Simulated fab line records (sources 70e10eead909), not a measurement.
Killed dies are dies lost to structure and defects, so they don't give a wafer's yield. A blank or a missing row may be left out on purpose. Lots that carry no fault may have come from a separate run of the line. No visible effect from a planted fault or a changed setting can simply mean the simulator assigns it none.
One fault through the eyes of 2 desks	flow nand_harc	only its own numbers are on each desk; what lay behind them is given at the end

== THE TOOL OWNER'S DESK: rie_diel-06 ==
The tool's own readings at NHARC_A_SLIT_ETCH_24 (etches the open film in CF4/CHF3, target depth 121 nm, time 60.5 s): means of the sampled wafers that have a number, for each lot that ran on this tool. Marked OUT: a lot whose mean sits more than 4 standard deviations from the usual mean, which makes it out of limits; the brackets give that distance.
Columns: A = chf3_flow_sccm at NHARC_A_SLIT_ETCH_24, usual 30.01 sccm; B = drypump_motor_current_A at NHARC_A_SLIT_ETCH_24, usual 5.7 A; C = oes_product_au at NHARC_A_SLIT_ETCH_24, usual 0.964 a.u.; D = rf_vpp_V at NHARC_A_SLIT_ETCH_24, usual 370.5 V; E = showerhead_plenum_p_Torr at NHARC_A_SLIT_ETCH_24, usual 1.57 Torr; F = throttle_valve_pct at NHARC_A_SLIT_ETCH_24, usual 16.801 %
lot	first seen here	A	B	C	D	E	F
L319	day 17 01:34	30.05	5.3	0.951	370.2	1.57	16.796
L323	day 17 14:18	30.04	5.3	0.925	370.1	1.56	16.815
L320	day 17 15:04	30.19	5.2	0.872 (-6.1) OUT	372.5	1.61	16.814
This desk's finding: out of limits on L320; first on L320, day 17 15:04 (oes_product_au at NHARC_A_SLIT_ETCH_24). L319, L323 stayed within limits.

== THE DEFECT DESK ==
Per lot, the means of the sampled wafers with a number show what the inspections along the route counted. Marked OUT: a lot whose mean sits more than 4 standard deviations from the usual mean, which makes it out of limits; the brackets give that distance.
Columns: A = raw_defect_count at NHARC_A_SGD_CUT_INSPECT_25, usual 294
lot	first seen here	A
L309	day 14 05:38	242
L310	day 14 14:40	397
L313	day 14 14:49	323
L315	day 16 09:13	521
L319	day 16 21:41	344
L323	day 17 10:04	212
L325	day 17 10:04	275
L320	day 17 11:10	446
L329	day 18 13:19	277
L326	day 18 13:21	197
L327	day 18 13:23	237
L328	day 19 10:41	338
L332	day 20 04:19	223
Result from this desk: across the 13 lots, nothing is out of limits.

== ALL TOGETHER ==
An alarm could have come from the tool owner's desk at day 17 15:04, on L320.
The defect desk saw nothing out of limits.
The defect desk has L320 on record, within its limits.
All the named lots went through NHARC_A_SLIT_ETCH_24 on rie_diel-06.

== WHAT THE SIMULATOR HAD INSERTED ==
rie_diel-06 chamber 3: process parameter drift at NHARC_A_SLIT_ETCH_24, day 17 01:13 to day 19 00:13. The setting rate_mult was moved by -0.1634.
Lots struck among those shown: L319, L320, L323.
Delay in hours, fault start to first out-of-limits reading, by desk: the tool owner's desk at 14.
